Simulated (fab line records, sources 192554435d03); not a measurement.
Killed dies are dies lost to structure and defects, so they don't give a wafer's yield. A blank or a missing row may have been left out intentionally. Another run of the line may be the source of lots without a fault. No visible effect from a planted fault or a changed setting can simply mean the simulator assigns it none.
Matching of chambers :: flow n5_finfet :: pecvd-02 running N5_FIN_SAQP_PECVD_48: 3 sister chambers
The step deposits SiNx from SiH4/NH3/N2, target thk 25 nm, time 22.1 s. 6 wafers are shown with their chamber, then 10 later ones without.

WAFERS WITH THEIR CHAMBER
wafer: L085.1
chamber: 1
showerhead_plenum_p_Torr (Torr): 5.03
throttle_valve_pct (%): 38.0

wafer: L093.2
chamber: 0
showerhead_plenum_p_Torr (Torr): 5.11
throttle_valve_pct (%): 38.7

wafer: L093.4
chamber: 0
showerhead_plenum_p_Torr (Torr): 5.11
throttle_valve_pct (%): 38.6

wafer: L093.5
chamber: 2
showerhead_plenum_p_Torr (Torr): 5.17
throttle_valve_pct (%): 38.3

wafer: L095.1
chamber: 1
showerhead_plenum_p_Torr (Torr): 5.06
throttle_valve_pct (%): 38.0

wafer: L095.2
chamber: 2
showerhead_plenum_p_Torr (Torr): 5.18
throttle_valve_pct (%): 38.6

WAFERS WITHOUT THEIR CHAMBER
wafer: L095.3
showerhead_plenum_p_Torr (Torr): 5.11
throttle_valve_pct (%): 38.5

wafer: L095.4
showerhead_plenum_p_Torr (Torr): 5.11
throttle_valve_pct (%): 38.4

wafer: L095.5
showerhead_plenum_p_Torr (Torr): 5.19
throttle_valve_pct (%): 38.7

wafer: L095.6
showerhead_plenum_p_Torr (Torr): 5.07
throttle_valve_pct (%): 38.3

wafer: L096.2
showerhead_plenum_p_Torr (Torr): 5.18
throttle_valve_pct (%): 38.7

wafer: L096.4
showerhead_plenum_p_Torr (Torr): 5.18
throttle_valve_pct (%): 38.6

wafer: L096.6
showerhead_plenum_p_Torr (Torr): 5.10
throttle_valve_pct (%): 38.6

wafer: L097.4
showerhead_plenum_p_Torr (Torr): 5.06
throttle_valve_pct (%): 38.0

wafer: L097.5
showerhead_plenum_p_Torr (Torr): 5.18
throttle_valve_pct (%): 38.9

wafer: L097.6
showerhead_plenum_p_Torr (Torr): 5.06
throttle_valve_pct (%): 38.1

THE CHAMBER EACH PASSED THROUGH
wafer: L095.3
from the rows above: 0
in truth: 0

wafer: L095.4
from the rows above: 0
in truth: 0

wafer: L095.5
from the rows above: 2
in truth: 2

wafer: L095.6
from the rows above: can't be placed: 1 or 0
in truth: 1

wafer: L096.2
from the rows above: 2
in truth: 2

wafer: L096.4
from the rows above: 2
in truth: 2

wafer: L096.6
from the rows above: 0
in truth: 0

wafer: L097.4
from the rows above: 1
in truth: 1

wafer: L097.5
from the rows above: 2
in truth: 2

wafer: L097.6
from the rows above: 1
in truth: 1
9 of 10 placed correctly. These rows do not allow placing 1 (true chamber among the candidates in 1). Wrongly placed: 0.
How it was worked out, from the rows above alone: a wafer's distance from a chamber is the root of the sum, over the readings, of the square of ((its reading less the chamber's mean) divided by the reading's scatter). The wafer belongs to the nearest chamber; if the next one is less than 2 further off, it can't be placed. For every chamber, the mean is computed from those of its wafers that are shown. How the scatter is found: for the shown wafers, subtract from each reading the mean of its chamber, square and add these, divide the total by (wafers less chambers), then take the root.
